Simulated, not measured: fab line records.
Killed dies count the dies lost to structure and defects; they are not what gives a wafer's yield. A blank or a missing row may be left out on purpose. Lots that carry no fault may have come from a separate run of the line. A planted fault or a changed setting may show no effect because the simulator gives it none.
Matching of chambers / flow n5_finfet / pecvd-04 running N5_BEOL_M1_ILD_DEP_00: 3 sister chambers
The step deposits SiOC from DEMS/O2, target thk 79 nm, time 15.3 s. 3 wafers are shown with their chamber, then 10 later ones without.

## EACH WAFER AND ITS CHAMBER
wafer=L082.5; chamber=1; throttle_valve_pct (%)=11.5
wafer=L089.1; chamber=2; throttle_valve_pct (%)=11.1
wafer=L089.2; chamber=0; throttle_valve_pct (%)=11.9

## WAFERS WHOSE CHAMBER IS MISSING
wafer=L089.6; throttle_valve_pct (%)=11.3
wafer=L091.3; throttle_valve_pct (%)=11.8
wafer=L091.4; throttle_valve_pct (%)=12.2
wafer=L091.5; throttle_valve_pct (%)=12.3
wafer=L093.3; throttle_valve_pct (%)=11.7
wafer=L093.4; throttle_valve_pct (%)=11.7
wafer=L093.6; throttle_valve_pct (%)=12.0
wafer=L095.1; throttle_valve_pct (%)=12.2
wafer=L095.4; throttle_valve_pct (%)=12.1
wafer=L095.6; throttle_valve_pct (%)=11.4

## WHICH CHAMBER EACH WENT THROUGH
wafer=L089.6; from the rows above=can't be placed: 1 or 2 or 0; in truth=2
wafer=L091.3; from the rows above=can't be placed: 0 or 1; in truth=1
wafer=L091.4; from the rows above=can't be placed: 0 or 1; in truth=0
wafer=L091.5; from the rows above=can't be placed: 0 or 1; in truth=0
wafer=L093.3; from the rows above=can't be placed: 1 or 0 or 2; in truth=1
wafer=L093.4; from the rows above=can't be placed: 1 or 0 or 2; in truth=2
wafer=L093.6; from the rows above=can't be placed: 0 or 1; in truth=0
wafer=L095.1; from the rows above=can't be placed: 0 or 1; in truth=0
wafer=L095.4; from the rows above=can't be placed: 0 or 1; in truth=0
wafer=L095.6; from the rows above=can't be placed: 1 or 2 or 0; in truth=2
Correct placement for 0 of the 10. Can't be placed from these rows: 10 (the true chamber is among the candidates in 10). Placed wrongly: 0.
How it was worked out, from the rows above alone: a wafer's distance from a chamber is the root of the sum, over the readings, of the square of ((its reading less the chamber's mean) divided by the reading's scatter). If the next closest chamber is less than 2 further off than the closest, the wafer can't be placed; otherwise it belongs to the closest. Each chamber's mean is taken over the wafers shown for it. The scatter: root of mean squared gap, hidden wafer to nearest shown wafer, with one shown wafer a chamber.
